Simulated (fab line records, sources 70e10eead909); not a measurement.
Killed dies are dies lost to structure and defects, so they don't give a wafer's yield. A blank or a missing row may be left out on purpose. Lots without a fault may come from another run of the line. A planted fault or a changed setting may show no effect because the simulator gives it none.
fab line records | flow nand_harc
record lots=5 wafers=15 last_day=33
route steps=1302 shown A_WL_FILL@963 END@1302
lots that met no fault: from a run of the same line without faults
start_h: hours from the record's first day to the start of the lot's first wafer shown | wait_h: hours since the lot's step before | " the same as in the row above | L1.1+2: a row that stands for several wafers | - no value, or no start given | * or withheld: withheld | < > ~ a bound
route shown NAME@n: a module of which the file shows steps, and the number in the route of the first | usual: mean/standard deviation of fault-free wafers | same: alike in all rows | chamber/n: place in a boat | sites: the reading at each site | _std_site: their standard deviation | _edge_site: outer sites' mean less inner sites' | radius_mm: how far each site lies from the wafer's centre | mask NAME#n: copy n | behind: the tool/chamber that last shaped the wafer | hold: why the lot was held/for how many hours/how that ended | device: the transistor (n, p or np) that didn't switch | end of line: the same wafers' tests at the end of the route | a step without rows: its recipe alone | killed: dies lost to structure and defects at the first sort, not the wafer's yield | map: a wafer's dies, x killed, . not, _ none there
set.NAME: the setting as run; set.NAME@STEP: as run at that earlier step | model.NAME: the simulator's own value behind a step, which no gauge read
lots at some steps of the route; a table a step, a row a wafer
services: from which hour (start_h, from the record's first day; less than 0 if before it) a tool's chamber was out of use, for how many hours, and why
## steps
# step NHARC_A_WL_FILL_ANNEAL_08
# recipe temp_c=450 time_s=1800
# step NHARC_A_WL_FILL_ALD_10
# recipe target_thk_a=500 pulse_time_s=10 ald_cycles=500 temp_c=300 material=SiO2
# usual ald_cycles=500/0 heater_power_w=480/49 precursor_pulse_height_rel=1.001/0.019
# columns lot.wafer tool chamber start_h wait_h ald_cycles heater_power_w precursor_pulse_height_rel
L435.4 ald_hk-01 3 512.96 1.5 500 486 1.010
L435.5 " 1 513.99 2.5 500 581 0.990
L435.6 " 2 " " 500 474 1.001
L436.4 ald_hk-01 3 528.51 0.1 500 485 1.015
L436.5 " 3 530.60 2.2 500 480 0.959
L436.6 " 0 " " 500 416 1.010
L438.4 ald_hk-01 1 534.84 1.1 500 591 0.986
L438.2 " 3 536.90 3.1 500 481 0.986
L438.6 " 1 538.96 5.2 500 574 1.003
L448.1 ald_hk-02 2 642.35 0.6 500 403 1.002
L448.6 " 1 643.88 2.1 500 479 0.981
L448.5 " 2 " " 500 416 0.996
L454.1 ald_hk-01 1 695.44 0.1 500 592 0.965
L454.5 " 1 697.45 2.1 500 592 0.989
L454.6 " 2 " " 500 476 0.980
# step NHARC_A_WL_FILL_ETCHBACK_16
# recipe target_depth_a=1200 time_s=24 c4f8_flow_sccm=withheld o2_flow_sccm=8 ar_flow_sccm=withheld rf_w=600 bias_w=800 chemistry=C4F8/O2/Ar
# usual oes_product_au=0.985/0.027 rf_vpp_V=723/3.5
# columns lot.wafer tool chamber start_h wait_h oes_product_au rf_hours_counter_h rf_vpp_V
L435.4 rie_diel-02 0 - - 0.994 5.2 727
L435.5 " 1 " " 1.000 - 721
L435.6 " 2 " " 0.990 - 724
L436.4 rie_diel-08 0 - - 0.964 4.8 719
L436.6 " 3 " " 0.960 - 724
L436.5 " 0 " " 0.960 - 718
L438.2 rie_diel-08 0 - - 0.926 4.9 720
L438.4 " 1 " " 0.924 4.2 728
L438.6 " 3 " " 0.987 - 725
L448.1 rie_diel-07 1 - - 0.921 5.7 719
L448.5 " 3 " " 0.919 - 726
L448.6 " 0 " " 0.936 - 725
L454.1 rie_diel-07 2 - - 1.006 0.4 726
L454.5 " 0 " " 1.015 - 726
L454.6 " 1 " " 0.952 - 719
# step NHARC_A_WL_FILL_STRIP_29
# recipe time_s=20 o2_flow_sccm=500 ar_flow_sccm=0 bias_w=0 chemistry=O2
# usual drypump_motor_current_A=5.7/0.43 oes_product_au=1.003/0.0072 rf_vpp_V=57.8/0.89 showerhead_plenum_p_Torr=3.54/0.12 throttle_valve_pct=17.037/0.01
# columns lot.wafer tool chamber start_h wait_h drypump_motor_current_A oes_product_au rf_hours_counter_h rf_vpp_V showerhead_plenum_p_Torr throttle_valve_pct
L435.4 rie_diel-02 1 516.67 0.1 5.9 1.005 4.3 57.5 3.43 17.038
L435.5 " 0 " " 5.7 1.006 - 59.3 3.68 17.012
L435.6 " 1 " " 5.9 1.002 - 58.8 3.43 17.035
L436.4 rie_diel-08 0 533.30 0.1 5.5 0.995 4.8 58.2 3.40 17.045
L436.5 " 0 " " 5.6 0.997 - 56.5 3.40 17.038
L436.6 " 1 " " 5.3 1.004 - 57.4 3.70 17.032
L438.2 rie_diel-08 1 541.65 0.1 5.3 1.006 4.2 57.6 3.70 17.033
L438.4 " 2 " " 5.1 0.998 5.2 58.6 3.33 17.035
L438.6 " 0 " " 5.6 0.994 - 55.9 3.40 17.025
L448.1 rie_diel-07 0 646.55 0.1 5.4 1.009 5.8 56.1 3.63 17.039
L448.6 " 1 " " 5.7 1.004 - 58.3 3.42 17.046
L448.5 " 2 " " 6.3 1.016 - 57.6 3.60 17.020
L454.1 rie_diel-07 3 700.11 0.1 5.2 1.000 0.4 58.7 3.66 17.032
L454.6 " 1 " " 5.8 1.003 - 57.3 3.42 17.048
L454.5 " 2 " " 6.3 1.008 - 57.0 3.60 17.042
# step NHARC_A_WL_FILL_ETCHBACK_17
# recipe target_depth_a=40 time_s=26.7 chemistry=Cl2/BCl3
# usual drypump_motor_current_A=5.7/0.41 oes_product_au=0.999/0.0069
# columns lot.wafer tool chamber start_h wait_h drypump_motor_current_A oes_product_au rf_hours_counter_h
L435.4 rie_metal-03 1 516.88 - 5.6 1.008 -
L435.5 " 1 " " 5.6 1.000 -
L435.6 " 1 " " 5.6 1.003 -
L436.4 rie_metal-02 0 533.42 - 5.6 1.001 -
L436.6 " 0 " " 5.6 0.996 -
L436.5 " 1 " " 6.3 0.982 -
L438.2 rie_metal-01 1 541.73 - 4.8 1.001 2.8
L438.4 " 1 " " 4.8 1.011 -
L438.6 " 1 " " 4.8 0.999 -
L448.1 rie_metal-02 0 646.65 - 5.6 0.992 0
L448.5 " 1 " " 6.3 0.991 -
L448.6 " 0 " " 5.6 0.999 -
L454.1 rie_metal-01 0 700.19 - 6.0 0.991 2.2
L454.5 " 0 " " 6.0 0.999 -
L454.6 " 1 " " 4.8 1.002 -
# step NHARC_A_WL_FILL_PRECLEAN_18
# recipe time_s=30 chemistry=dHF
# step NHARC_A_WL_FILL_SRD_21
# step NHARC_A_WL_FILL_CVD_23
# recipe target_thk_a=400 temp_c=620 pressure_mtorr=200 time_s=800 material=poly-Si
# step NHARC_A_WL_FILL_ETCHBACK_26
# recipe target_depth_a=520 time_s=13.3 hbr_flow_sccm=150 rf_w=350 icp_w=350 bias_w=60 chemistry=HBr
# step NHARC_A_WL_FILL_PRECLEAN_30
# recipe time_s=10 chemistry=dHF
# step NHARC_A_WL_FILL_SRD_14
# step NHARC_A_WL_FILL_ALD_19
# recipe target_thk_a=20 pulse_time_s=3 ald_cycles=100 temp_c=450 material=TiN
# usual ald_cycles=100/0 heater_power_w=1105/130 precursor_pulse_height_rel=0.998/0.02
# columns lot.wafer tool chamber start_h wait_h ald_cycles heater_power_w precursor_pulse_height_rel
L435.4 ald_metal-02 1 521.90 0.1 100 888 1.011
L435.6 " 0 " " 100 1280 0.981
L435.5 " 1 " " 100 898 1.011
L436.4 ald_metal-02 3 539.12 0.1 100 1292 0.996
L436.6 " 1 " " 100 900 0.984
L436.5 " 2 " " 100 1050 0.978
L438.2 ald_metal-03 3 547.26 0.2 100 1094 1.005
L438.6 " 0 " " 100 1062 0.984
L438.4 " 1 " " 100 1245 0.997
L448.1 ald_metal-02 3 652.03 0.1 100 1292 0.999
L448.5 " 1 " " 100 887 0.973
L448.6 " 2 " " 151 1015 0.954
L454.1 ald_metal-03 3 705.77 0.2 100 1121 0.971
L454.6 " 0 " " 100 1089 1.015
L454.5 " 1 " " 100 1253 0.985
# step NHARC_A_WL_FILL_CVD_20
# recipe target_thk_a=1000 temp_c=400 pressure_torr=40 wf6_flow_sccm=40 h2_flow_sccm=1600 ar_flow_sccm=1560 time_s=74 material=W
# usual chamber_pressure_Torr=39.98/0.084 heater_power_w=895/59 throttle_valve_pct=7.99/0.18
# columns lot.wafer tool chamber start_h wait_h chamber_pressure_Torr heater_power_w throttle_valve_pct
L435.4 cvd_w-01 1 - - 39.93 849 7.83
L435.6 " 1 " " 39.96 859 8.08
L435.5 " 0 " " 39.85 887 8.18
L436.4 cvd_w-01 1 - - 39.84 840 7.75
L436.5 " 0 " " 39.90 877 8.14
L436.6 " 1 " " 39.82 836 8.14
L438.2 cvd_w-02 0 - - 40.07 999 8.04
L438.4 " 1 " " 39.67 855 7.81
L438.6 " 1 " " 39.85 924 7.96
L448.1 cvd_w-02 1 - - 40.10 880 8.00
L448.5 " 0 " " 40.07 983 8.31
L448.6 " 1 " " 40.11 901 8.16
L454.1 cvd_w-01 0 - - 39.96 878 8.07
L454.6 " 0 " " 39.99 872 8.14
L454.5 " 1 " " 40.08 835 8.01
# step NHARC_END_SORT_01
# recipe temp_c=25
# usual killed_at_array=61/23 killed_at_other=1.3/1.4 killed_at_periphery=4.0/2.6 killed_dies=66/22 killed_open=3.4/1.8 killed_short=2.3/1.4
# same gross_dies=677
# columns lot.wafer tool chamber start_h wait_h killed_at_array killed_at_other killed_at_periphery killed_dies killed_open killed_short
L448.1 prober-02 0 732.76 2.5 48 0 7 55 0 3
L448.5 prober-02 0 735.97 3.7 48 0 5 53 4 2
L448.6 prober-02 0 736.77 4.0 49 0 5 54 5 3
# killed by level:class
L448.1 A_CHANNEL_HOLE_D2:chamber_film_flake=18 A_CHANNEL_HOLE_D1:chamber_film_flake=10 P_GATE:chamber_film_flake=6 A_STAIRCASE:chamber_film_flake=6 A_SLIT:chamber_film_flake=4 A_CONTACT:chamber_film_flake=3 A_CHANNEL_FILL_D2:chamber_film_flake=2 A_WL_FILL:chamber_film_flake=2
L448.5 A_CHANNEL_HOLE_D2:chamber_film_flake=24 A_STAIRCASE:chamber_film_flake=9 A_CHANNEL_HOLE_D1:chamber_film_flake=6 A_CONTACT:chamber_film_flake=3 P_STI:geometric_particle:open=1 P_GATE:geometric_particle:short=1 A_CHANNEL_HOLE_D1:geometric_particle:open=1 A_WL_FILL:geometric_particle:short=1
L448.6 A_CHANNEL_HOLE_D2:chamber_film_flake=27 A_CHANNEL_HOLE_D1:chamber_film_flake=7 A_STAIRCASE:chamber_film_flake=3 A_CONTACT:chamber_film_flake=3 A_SLIT:chamber_film_flake=2 P_GATE:geometric_particle:open=1 P_CONTACT:geometric_particle:open=1 A_CHANNEL_HOLE_D1:geometric_particle:short=1
## services
# columns tool chamber start_h hours kind
cvd_w-02 - 499.08 13.0 pm
ald_metal-02 1 500.90 5.6 repair
rie_diel-08 0 506.54 2.0 repair
ald_metal-03 2 524.90 26.8 repair
ald_metal-03 3 532.77 5.4 repair
rie_diel-02 2 535.41 15.3 repair
rie_diel-08 - 544.80 9.0 pm
cvd_w-01 - 547.00 13.0 pm
rie_diel-07 3 547.52 4.3 repair
rie_diel-02 - 550.34 0.6 repair
ald_metal-03 - 568.00 10.0 pm
rie_diel-02 - 570.70 9.0 pm
rie_diel-08 - 581.93 0.3 repair
ald_hk-01 - 604.22 0.3 repair
ald_metal-02 - 610.00 10.0 pm
ald_metal-02 2 629.37 1.6 repair
rie_diel-08 - 633.61 0.2 repair
rie_diel-07 - 648.24 9.0 pm
ald_hk-01 - 655.19 0.9 repair
ald_hk-01 - 656.34 10.0 pm
rie_diel-07 0 670.58 2.6 repair
rie_diel-07 1 677.98 13.1 repair
ald_metal-02 - 688.77 0.8 repair
cvd_w-01 - 695.99 1.6 repair
## key
first_sign step=NHARC_A_WL_FILL_ALD_19 reading=ald_cycles direction=up sigmas=99+ usual=100 struck=151
effect none on later readings
met_at NHARC_A_WL_FILL_ALD_19
struck_wafers L448.6
tester_left_out L448
onset_between 539.12 652.03
fault kind=process_parameter_drift tool=ald_metal-02 chamber=2 onset_h=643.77 steps=NHARC_A_WL_FILL_ALD_19 channel=ald_cycles offset=51 shape=step end_h=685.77 acts_in=these_recipes_only stated=100
# tester_left_out: of these lots the tester's yield and bins aren't shown, on N5 and GAA mostly nor the transistor test; their killed dies are dies lost to structure and defects alone, not to doping, threshold or leakage, so they don't give the yield
